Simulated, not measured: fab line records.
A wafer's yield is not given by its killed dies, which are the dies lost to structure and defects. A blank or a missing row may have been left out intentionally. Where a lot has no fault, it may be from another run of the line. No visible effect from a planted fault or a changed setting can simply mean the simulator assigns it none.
Chamber matching || flow n5Finfet || N5_GATE_CUT_ALD_22 on aldSin-02: 4 sister chambers
The step deposits SiNx, target thk 16 nm, pulse time 1 s, ald cycles 320. 7 wafers are shown with their chamber, then 7 later ones without.

## WAFERS WITH THEIR CHAMBER
{"wafer": "L087.5", "chamber": 0, "heaterPowerW (W)": 806, "precursorPulseHeightRel": 1.023}
{"wafer": "L087.6", "chamber": 2, "heaterPowerW (W)": 875, "precursorPulseHeightRel": 0.984}
{"wafer": "L088.3", "chamber": 3, "heaterPowerW (W)": 933, "precursorPulseHeightRel": 1.030}
{"wafer": "L088.4", "chamber": 2, "heaterPowerW (W)": 846, "precursorPulseHeightRel": 0.996}
{"wafer": "L088.6", "chamber": 0, "heaterPowerW (W)": 814, "precursorPulseHeightRel": 0.972}
{"wafer": "L090.2", "chamber": 3, "heaterPowerW (W)": 934, "precursorPulseHeightRel": 0.996}
{"wafer": "L090.4", "chamber": 1, "heaterPowerW (W)": 716, "precursorPulseHeightRel": 0.972}

## WAFERS WITHOUT THEIR CHAMBER
{"wafer": "L090.6", "heaterPowerW (W)": 936, "precursorPulseHeightRel": 1.005}
{"wafer": "L092.2", "heaterPowerW (W)": 840, "precursorPulseHeightRel": 1.015}
{"wafer": "L092.4", "heaterPowerW (W)": 740, "precursorPulseHeightRel": 0.979}
{"wafer": "L092.6", "heaterPowerW (W)": 742, "precursorPulseHeightRel": 1.029}
{"wafer": "L096.1", "heaterPowerW (W)": 875, "precursorPulseHeightRel": 0.955}
{"wafer": "L096.2", "heaterPowerW (W)": 723, "precursorPulseHeightRel": 0.993}
{"wafer": "L096.3", "heaterPowerW (W)": 928, "precursorPulseHeightRel": 0.987}

## CHAMBER TAKEN BY EACH
{"wafer": "L090.6", "from the rows above": 3, "in truth": 3}
{"wafer": "L092.2", "from the rows above": "can't be placed: 2 or 0", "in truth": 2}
{"wafer": "L092.4", "from the rows above": 1, "in truth": 1}
{"wafer": "L092.6", "from the rows above": 1, "in truth": 1}
{"wafer": "L096.1", "from the rows above": 2, "in truth": 2}
{"wafer": "L096.2", "from the rows above": 1, "in truth": 1}
{"wafer": "L096.3", "from the rows above": 3, "in truth": 3}
Correctly placed: 6 of 7. Unplaceable from these rows: 1, with the true chamber sitting among the candidates in 1. Number placed wrongly: 0.
How it was worked out, from the rows above alone: a wafer's distance from a chamber is the root of the sum, over the readings, of the square of ((its reading less the chamber's mean) divided by the reading's scatter). If the next closest chamber is less than 2 further off than the closest, the wafer can't be placed; otherwise it belongs to the closest. The mean given for a chamber averages the wafers shown for that chamber. The scatter: the root of (the sum of the squares of (reading less its chamber's mean) over the shown wafers, divided by (wafers less chambers)).
